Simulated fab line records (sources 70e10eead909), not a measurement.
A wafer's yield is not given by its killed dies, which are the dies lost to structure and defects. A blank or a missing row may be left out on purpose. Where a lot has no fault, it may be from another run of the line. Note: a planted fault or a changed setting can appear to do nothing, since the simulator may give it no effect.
Which tool was responsible? || flow nand harc || 15 lots, 45 wafers sampled, at 5 steps of a route of 1302

== WHAT THE GAUGES SHOWED, per wafer ==
NHARC_A_BLC_INSPECT_12.
{"lot": "L617", "measured": "day 23 06:22", "on": "defect inspect-02", "raw defect count": "114 96 114"}
{"lot": "L615", "measured": "day 23 08:03", "on": "defect inspect-01", "raw defect count": "97 98 102"}
{"lot": "L614", "measured": "day 23 10:27", "on": "defect inspect-01", "raw defect count": "56 61 69"}
{"lot": "L616", "measured": "day 23 14:07", "on": "defect inspect-02", "raw defect count": "120 108 106"}
{"lot": "L618", "measured": "day 24 06:56", "on": "defect inspect-01", "raw defect count": "73 69 79"}
{"lot": "L620", "measured": "day 25 05:28", "on": "defect inspect-01", "raw defect count": "67 60 64"}
{"lot": "L621", "measured": "day 25 13:35", "on": "defect inspect-01", "raw defect count": "152 179 153"}
{"lot": "L627", "measured": "day 28 01:21", "on": "defect inspect-01", "raw defect count": "63 61 64"}
{"lot": "L625", "measured": "day 28 08:31", "on": "defect inspect-01", "raw defect count": "64 85 77"}
{"lot": "L628", "measured": "day 28 11:29", "on": "defect inspect-01", "raw defect count": "98 97 90"}
{"lot": "L626", "measured": "day 28 14:28", "on": "defect inspect-02", "raw defect count": "49 45 50"}
{"lot": "L629", "measured": "day 28 21:47", "on": "defect inspect-01", "raw defect count": "19 21 31"}
{"lot": "L630", "measured": "day 29 11:31", "on": "defect inspect-01", "raw defect count": "109 112 111"}
{"lot": "L632", "measured": "day 30 16:28", "on": "defect inspect-02", "raw defect count": "124 112 124"}
{"lot": "L637", "measured": "day 33 00:41", "on": "defect inspect-02", "raw defect count": "58 53 47"}

NHARC_A_M0_CD_MEAS_09: the cd target is 80 nm.
{"lot": "L617", "measured": "day 23 10:16", "on": "cd sem-01", "cd nm (nm)": "80.3 79.7 80.3"}
{"lot": "L615", "measured": "day 23 11:59", "on": "cd sem-02", "cd nm (nm)": "80.1 80.1 80.2"}
{"lot": "L614", "measured": "day 23 14:23", "on": "cd sem-01", "cd nm (nm)": "78.8 80.1 78.9"}
{"lot": "L616", "measured": "day 23 18:03", "on": "cd sem-02", "cd nm (nm)": "79.3 79.5 79.7"}
{"lot": "L618", "measured": "day 24 10:51", "on": "cd sem-03", "cd nm (nm)": "80.8 80.7 81.0"}
{"lot": "L620", "measured": "day 25 09:47", "on": "cd sem-02", "cd nm (nm)": "80.2 80.4 80.4"}
{"lot": "L621", "measured": "day 25 17:59", "on": "cd sem-03", "cd nm (nm)": "80.1 79.6 79.5"}
{"lot": "L627", "measured": "day 28 05:44", "on": "cd sem-01", "cd nm (nm)": "49.7 49.7 50.4"}
{"lot": "L625", "measured": "day 28 12:27", "on": "cd sem-03", "cd nm (nm)": "80.4 80.5 80.6"}
{"lot": "L628", "measured": "day 28 15:23", "on": "cd sem-01", "cd nm (nm)": "56.2 56.1 55.9"}
{"lot": "L626", "measured": "day 28 18:28", "on": "cd sem-02", "cd nm (nm)": "81.2 80.7 80.9"}
{"lot": "L629", "measured": "day 29 01:42", "on": "cd sem-01", "cd nm (nm)": "59.8 59.7 59.5"}
{"lot": "L630", "measured": "day 29 15:25", "on": "cd sem-02", "cd nm (nm)": "79.6 79.8 80.7"}
{"lot": "L632", "measured": "day 30 20:34", "on": "cd sem-03", "cd nm (nm)": "80.8 80.6 80.8"}
{"lot": "L637", "measured": "day 33 04:52", "on": "cd sem-01", "cd nm (nm)": "79.8 80.2 79.9"}

NHARC_A_M0_INSPECT_11.
{"lot": "L617", "measured": "day 23 10:23", "on": "defect inspect-02", "raw defect count": "121 99 120"}
{"lot": "L615", "measured": "day 23 12:07", "on": "defect inspect-02", "raw defect count": "98 104 112"}
{"lot": "L614", "measured": "day 23 14:30", "on": "defect inspect-01", "raw defect count": "57 68 77"}
{"lot": "L616", "measured": "day 23 18:11", "on": "defect inspect-01", "raw defect count": "124 120 116"}
{"lot": "L618", "measured": "day 24 10:58", "on": "defect inspect-01", "raw defect count": "70 69 76"}
{"lot": "L620", "measured": "day 25 09:55", "on": "defect inspect-02", "raw defect count": "62 61 65"}
{"lot": "L621", "measured": "day 25 18:07", "on": "defect inspect-02", "raw defect count": "159 178 159"}
{"lot": "L627", "measured": "day 28 05:52", "on": "defect inspect-02", "raw defect count": "66 63 69"}
{"lot": "L625", "measured": "day 28 12:35", "on": "defect inspect-01", "raw defect count": "65 89 80"}
{"lot": "L628", "measured": "day 28 15:31", "on": "defect inspect-01", "raw defect count": "101 110 86"}
{"lot": "L626", "measured": "day 28 18:35", "on": "defect inspect-02", "raw defect count": "43 50 47"}
{"lot": "L629", "measured": "day 29 01:50", "on": "defect inspect-02", "raw defect count": "22 19 30"}
{"lot": "L630", "measured": "day 29 15:32", "on": "defect inspect-02", "raw defect count": "109 104 110"}
{"lot": "L632", "measured": "day 30 20:41", "on": "defect inspect-02", "raw defect count": "128 119 126"}
{"lot": "L637", "measured": "day 33 04:58", "on": "defect inspect-01", "raw defect count": "58 55 48"}

== WHAT TOOL EACH LOT RAN ON (gives the tool, then ch and the chambers of the sampled wafers, and finally the start) ==
{"lot": "L617", "NHARC_A_BLC_DESCUM_15": "rie diel-13 ch 0,1,2, day 23 06:26", "NHARC_A_M0_EXPOSE_06": "arfi scanner-02 ch 0, day 23 10:07"}
{"lot": "L615", "NHARC_A_BLC_DESCUM_15": "rie diel-13 ch 1,3, day 23 08:07", "NHARC_A_M0_EXPOSE_06": "arfi scanner-03 ch 0, day 23 11:51"}
{"lot": "L614", "NHARC_A_BLC_DESCUM_15": "rie diel-13 ch 0,3, day 23 10:31", "NHARC_A_M0_EXPOSE_06": "arfi scanner-02 ch 0, day 23 14:14"}
{"lot": "L616", "NHARC_A_BLC_DESCUM_15": "rie diel-04 ch 0,2,3, day 23 14:11", "NHARC_A_M0_EXPOSE_06": "arfi scanner-03 ch 0, day 23 17:55"}
{"lot": "L618", "NHARC_A_BLC_DESCUM_15": "rie diel-04 ch 0,1, day 24 06:59", "NHARC_A_M0_EXPOSE_06": "arfi scanner-01 ch 0, day 24 10:43"}
{"lot": "L620", "NHARC_A_BLC_DESCUM_15": "rie diel-13 ch 1,2,3, day 25 05:32", "NHARC_A_M0_EXPOSE_06": "arfi scanner-03 ch 0, day 25 09:39"}
{"lot": "L621", "NHARC_A_BLC_DESCUM_15": "rie diel-04 ch 1,2,3, day 25 13:40", "NHARC_A_M0_EXPOSE_06": "arfi scanner-02 ch 0, day 25 17:50"}
{"lot": "L627", "NHARC_A_BLC_DESCUM_15": "rie diel-13 ch 0,1,3, day 28 01:25", "NHARC_A_M0_EXPOSE_06": "arfi scanner-01 ch 0, day 28 05:35"}
{"lot": "L625", "NHARC_A_BLC_DESCUM_15": "rie diel-12 ch 1,2,3, day 28 08:34", "NHARC_A_M0_EXPOSE_06": "arfi scanner-03 ch 0, day 28 12:19"}
{"lot": "L628", "NHARC_A_BLC_DESCUM_15": "rie diel-04 ch 1,2,3, day 28 11:34", "NHARC_A_M0_EXPOSE_06": "arfi scanner-01 ch 0, day 28 15:15"}
{"lot": "L626", "NHARC_A_BLC_DESCUM_15": "rie diel-13 ch 0,2,3, day 28 14:31", "NHARC_A_M0_EXPOSE_06": "arfi scanner-03 ch 0, day 28 18:20"}
{"lot": "L629", "NHARC_A_BLC_DESCUM_15": "rie diel-04 ch 1,2,3, day 28 21:52", "NHARC_A_M0_EXPOSE_06": "arfi scanner-01 ch 0, day 29 01:34"}
{"lot": "L630", "NHARC_A_BLC_DESCUM_15": "rie diel-04 ch 1,2,3, day 29 11:35", "NHARC_A_M0_EXPOSE_06": "arfi scanner-02 ch 0, day 29 15:17"}
{"lot": "L632", "NHARC_A_BLC_DESCUM_15": "rie diel-13 ch 0,2, day 30 16:32", "NHARC_A_M0_EXPOSE_06": "arfi scanner-02 ch 0, day 30 20:26"}
{"lot": "L637", "NHARC_A_BLC_DESCUM_15": "rie diel-04 ch 0,3, day 33 00:46", "NHARC_A_M0_EXPOSE_06": "arfi scanner-03 ch 0, day 33 04:43"}
- NHARC_A_BLC_DESCUM_15: chemistry O2, time 3 s.
- NHARC_A_M0_EXPOSE_06: exposes mask A M0, target cd 80 nm.

== AS READ BY THE TOOLS THEMSELVES (means over the sampled wafers that have a number; for cases with no such wafer, the mark the record gives instead) ==
NHARC_A_BLC_DESCUM_15.
{"lot": "L617", "tool": "rie diel-13", "chamber pressure mTorr (mTorr)": 60.02, "drypump motor current A (A)": 5.74, "oes product au (a.u.)": 1.000, "rf vpp V (V)": 57.1, "showerhead plenum p Torr (Torr)": 1.94, "throttle valve pct (%)": 11.321}
{"lot": "L615", "tool": "rie diel-13", "chamber pressure mTorr (mTorr)": 60.07, "drypump motor current A (A)": 5.73, "oes product au (a.u.)": 1.007, "rf vpp V (V)": 57.6, "showerhead plenum p Torr (Torr)": 1.97, "throttle valve pct (%)": 11.327}
{"lot": "L614", "tool": "rie diel-13", "chamber pressure mTorr (mTorr)": 59.98, "drypump motor current A (A)": 6.02, "oes product au (a.u.)": 0.999, "rf vpp V (V)": 58.5, "showerhead plenum p Torr (Torr)": 2.00, "throttle valve pct (%)": 11.314}
{"lot": "L616", "tool": "rie diel-04", "chamber pressure mTorr (mTorr)": 60.01, "drypump motor current A (A)": 5.64, "oes product au (a.u.)": 1.005, "rf vpp V (V)": 58.1, "showerhead plenum p Torr (Torr)": 1.92, "throttle valve pct (%)": 11.313}
{"lot": "L618", "tool": "rie diel-04", "chamber pressure mTorr (mTorr)": 60.03, "drypump motor current A (A)": 5.73, "oes product au (a.u.)": 1.003, "rf vpp V (V)": 57.8, "showerhead plenum p Torr (Torr)": 1.85, "throttle valve pct (%)": 11.308}
{"lot": "L620", "tool": "rie diel-13", "chamber pressure mTorr (mTorr)": 59.98, "drypump motor current A (A)": 5.74, "oes product au (a.u.)": 1.007, "rf vpp V (V)": 57.1, "showerhead plenum p Torr (Torr)": 1.89, "throttle valve pct (%)": 11.321}
{"lot": "L621", "tool": "rie diel-04", "chamber pressure mTorr (mTorr)": 60.05, "drypump motor current A (A)": 5.46, "oes product au (a.u.)": 1.001, "rf vpp V (V)": 57.5, "showerhead plenum p Torr (Torr)": 1.90, "throttle valve pct (%)": 11.305}
{"lot": "L627", "tool": "rie diel-13", "chamber pressure mTorr (mTorr)": 59.90, "drypump motor current A (A)": 5.89, "oes product au (a.u.)": 1.006, "rf vpp V (V)": 58.0, "showerhead plenum p Torr (Torr)": 1.98, "throttle valve pct (%)": 11.309}
{"lot": "L625", "tool": "rie diel-12", "chamber pressure mTorr (mTorr)": 59.94, "drypump motor current A (A)": 5.44, "oes product au (a.u.)": 0.993, "rf vpp V (V)": 57.8, "showerhead plenum p Torr (Torr)": 1.88, "throttle valve pct (%)": 11.302}
{"lot": "L628", "tool": "rie diel-04", "chamber pressure mTorr (mTorr)": 60.03, "drypump motor current A (A)": 5.43, "oes product au (a.u.)": 0.995, "rf vpp V (V)": 57.4, "showerhead plenum p Torr (Torr)": 1.90, "throttle valve pct (%)": 11.315}
{"lot": "L626", "tool": "rie diel-13", "chamber pressure mTorr (mTorr)": 59.98, "drypump motor current A (A)": 5.91, "oes product au (a.u.)": 0.999, "rf vpp V (V)": 57.8, "showerhead plenum p Torr (Torr)": 1.91, "throttle valve pct (%)": 11.309}
{"lot": "L629", "tool": "rie diel-04", "chamber pressure mTorr (mTorr)": 59.99, "drypump motor current A (A)": 5.46, "oes product au (a.u.)": 1.004, "rf vpp V (V)": 57.7, "showerhead plenum p Torr (Torr)": 1.90, "throttle valve pct (%)": 11.311}
{"lot": "L630", "tool": "rie diel-04", "chamber pressure mTorr (mTorr)": 59.94, "drypump motor current A (A)": 5.45, "oes product au (a.u.)": 1.004, "rf vpp V (V)": 57.5, "showerhead plenum p Torr (Torr)": 1.90, "throttle valve pct (%)": 11.308}
{"lot": "L632", "tool": "rie diel-13", "chamber pressure mTorr (mTorr)": 60.00, "drypump motor current A (A)": 5.74, "oes product au (a.u.)": 1.003, "rf vpp V (V)": 57.4, "showerhead plenum p Torr (Torr)": 1.87, "throttle valve pct (%)": 11.316}
{"lot": "L637", "tool": "rie diel-04", "chamber pressure mTorr (mTorr)": 60.04, "drypump motor current A (A)": 5.72, "oes product au (a.u.)": 1.004, "rf vpp V (V)": 57.0, "showerhead plenum p Torr (Torr)": 1.89, "throttle valve pct (%)": 11.313}

NHARC_A_M0_EXPOSE_06.
{"lot": "L617", "tool": "arfi scanner-02", "exposure dose mJ cm2": 83.21}
{"lot": "L615", "tool": "arfi scanner-03", "exposure dose mJ cm2": 83.12}
{"lot": "L614", "tool": "arfi scanner-02", "exposure dose mJ cm2": 83.17}
{"lot": "L616", "tool": "arfi scanner-03", "exposure dose mJ cm2": 83.12}
{"lot": "L618", "tool": "arfi scanner-01", "exposure dose mJ cm2": 83.35}
{"lot": "L620", "tool": "arfi scanner-03", "exposure dose mJ cm2": 83.21}
{"lot": "L621", "tool": "arfi scanner-02", "exposure dose mJ cm2": 83.39}
{"lot": "L627", "tool": "arfi scanner-01", "exposure dose mJ cm2": 52.46}
{"lot": "L625", "tool": "arfi scanner-03", "exposure dose mJ cm2": 83.20}
{"lot": "L628", "tool": "arfi scanner-01", "exposure dose mJ cm2": 58.63}
{"lot": "L626", "tool": "arfi scanner-03", "exposure dose mJ cm2": 83.24}
{"lot": "L629", "tool": "arfi scanner-01", "exposure dose mJ cm2": 60.73}
{"lot": "L630", "tool": "arfi scanner-02", "exposure dose mJ cm2": 83.27}
{"lot": "L632", "tool": "arfi scanner-02", "exposure dose mJ cm2": 83.36}
{"lot": "L637", "tool": "arfi scanner-03", "exposure dose mJ cm2": 83.16}

== THE ANSWER, worked out from the rows above alone ==
Rule: what is usual is taken from the lots themselves. The widest of any qualifying gaps counts: lots, ordered by their means at a reading, are off when they make up no more than a third of the lots, leave a main group of 4 or more, and stand apart from it by 3 or more times the standard deviation of that group's means. A main group whose means are all the same, to the digits that the tables above print for the reading, isn't used. Also off: a lot with no number at a reading for which 4 or more lots have one. The other lots that the step has rows for count as sound. After the gauges, taken in route order, come the tools' own readings; for these a lot's mean is taken, as printed above. At the first step where some lot is off, the reading lying furthest off is the one used; lots without a number count as furthest.
Off at NHARC_A_M0_CD_MEAS_09 (cd nm): L627, L628, L629. The main group: mean 80.2 nm, standard deviation 0.5.
A tool fits if, at a process step before that reading, it ran every lot that is off, and no sound lot after the first of them. The gauges at NHARC_A_M0_CD_MEAS_09 aren't tried: what is off there is off at NHARC_A_M0_EXPOSE_06 too, on other tools, and a gauge's error can't cause that. One fits: NHARC_A_M0_EXPOSE_06 on arfi scanner-01. Its last sound lot is L618 (day 24 10:43), its first lot that is off L627 (day 28 05:35): a fault that began between those two fits.
On the lots that are off, the tool's own readings at NHARC_A_M0_EXPOSE_06 differ by more than 5 times the standard deviation of the sound lots' means, which bears it out; exposure dose mJ cm2 reads 57.27 there versus 83.23 on the sound lots.

== WHAT THE SIMULATOR HAD PUT IN ==
Process parameter drift: arfi scanner-01, from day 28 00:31 on, at NHARC_A_M0_EXPOSE_06. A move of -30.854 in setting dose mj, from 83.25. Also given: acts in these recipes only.
Shown lots that were struck: L627, L628, L629. The rule given above showed the same thing.
